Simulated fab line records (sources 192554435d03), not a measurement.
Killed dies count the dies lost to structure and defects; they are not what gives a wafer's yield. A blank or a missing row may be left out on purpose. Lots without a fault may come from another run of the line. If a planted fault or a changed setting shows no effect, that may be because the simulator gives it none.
2 desks looking at one fault :: flow n5_finfet :: each desk holds nothing but its own numbers, with what lay behind them at the end

AT THE METROLOGY DESK
What the gauges read for every lot (on any tool): the sampled wafers with a number, averaged. Any lot whose mean is over 4 standard deviations away from the usual mean is out of limits and marked OUT; that distance is given in the brackets. Of its 11 readings 7 are shown: those that lie furthest out on some lot.
Columns: A = cd_nm at N5_HKMG_FIN_CD_MEAS_12, usual 92.9 nm; B = DIBL_P at N5_BEOL_M4_RC_MEAS_101, usual 36.2 mV/V; C = ION_P at N5_BEOL_M4_RC_MEAS_101, usual 461 uA/um; D = SS_N at N5_BEOL_M4_RC_MEAS_101, usual 71.6 mV/dec; E = SS_P at N5_BEOL_M4_RC_MEAS_101, usual 73.3 mV/dec; F = VT_N at N5_BEOL_M4_RC_MEAS_101, usual 251 mV; G = VT_P at N5_BEOL_M4_RC_MEAS_101, usual -251 mV
lot: L593
first seen here: day 4 03:58
A: 92.7
B: 34.5
C: 471
D: 72.0
E: 73.5
F: 251
G: -251

lot: L594
first seen here: day 4 08:00
A: 92.5
B: 36.8
C: 466
D: 71.2
E: 73.7
F: 252
G: -253

lot: L595
first seen here: day 4 13:37
A: 93.0
B: 34.8
C: 452
D: 71.2
E: 73.1
F: 254
G: -252

lot: L600
first seen here: day 5 22:59
A: 93.2
B: 34.8
C: 453
D: 71.3
E: 72.7
F: 254
G: -254

lot: L602
first seen here: day 6 07:51
A: 93.3
B: 37.0
C: 456
D: 71.3
E: 73.5
F: 248
G: -252

lot: L605
first seen here: day 7 04:45
A: 92.4
B: 38.0
C: 467
D: 71.6
E: 73.4
F: 249
G: -249

lot: L606
first seen here: day 7 09:01
A: 92.8
B: 36.4
C: 450
D: 71.7
E: 73.2
F: 250
G: -256

lot: L609
first seen here: day 7 23:40
A: 92.9
B: 36.4
C: 473
D: 71.4
E: 72.8
F: 248
G: -244

lot: L611
first seen here: day 8 14:57
A: 94.5
B: 37.8
C: 466
D: 71.8
E: 73.3
F: 252
G: -250

lot: L615
first seen here: day 9 15:05
A: 92.4
B: 34.9
C: 456
D: 70.8
E: 72.2
F: 256
G: -253

lot: L616
first seen here: day 9 20:38
A: 92.8
B: 39.8
C: 470
D: 72.5
E: 74.3
F: 249
G: -248
Finding of this desk: none of the 11 lots has anything out of limits.

THE TOOL OWNER'S DESK: ald_metal-01
The tool's own readings at N5_HKMG_FIN_ALD_91 (deposits TiN, target thk 1 nm, pulse time 1 s, purge time 3 s): means of the sampled wafers that have a number, for each lot that ran on this tool. Any lot whose mean is over 4 standard deviations away from the usual mean is out of limits and marked OUT; that distance is given in the brackets.
Columns: A = heater_power_outer_w at N5_HKMG_FIN_ALD_91, usual 527 W; B = heater_power_w at N5_HKMG_FIN_ALD_91, usual 870 W; C = precursor_pulse_height_rel at N5_HKMG_FIN_ALD_91, usual 0.999
lot: L593
first seen here: day 4 05:02
A: 586
B: 960
C: 0.983

lot: L594
first seen here: day 4 09:12
A: 570
B: 944
C: 0.991

lot: L606
first seen here: day 7 10:04
A: 566
B: 948
C: 1.011

lot: L611
first seen here: day 8 16:01
A: 554
B: 934
C: 1.007

lot: L615
first seen here: day 9 16:10
A: 562
B: 958
C: 0.984

lot: L616
first seen here: day 9 21:55
A: 590
B: 978
C: 1.001
Finding of this desk: none of the 6 lots has anything out of limits.

TAKEN TOGETHER
The metrology desk saw nothing out of limits.
Nothing out of limits was seen by the tool owner's desk.

WHAT THE SIMULATOR HAD PUT IN
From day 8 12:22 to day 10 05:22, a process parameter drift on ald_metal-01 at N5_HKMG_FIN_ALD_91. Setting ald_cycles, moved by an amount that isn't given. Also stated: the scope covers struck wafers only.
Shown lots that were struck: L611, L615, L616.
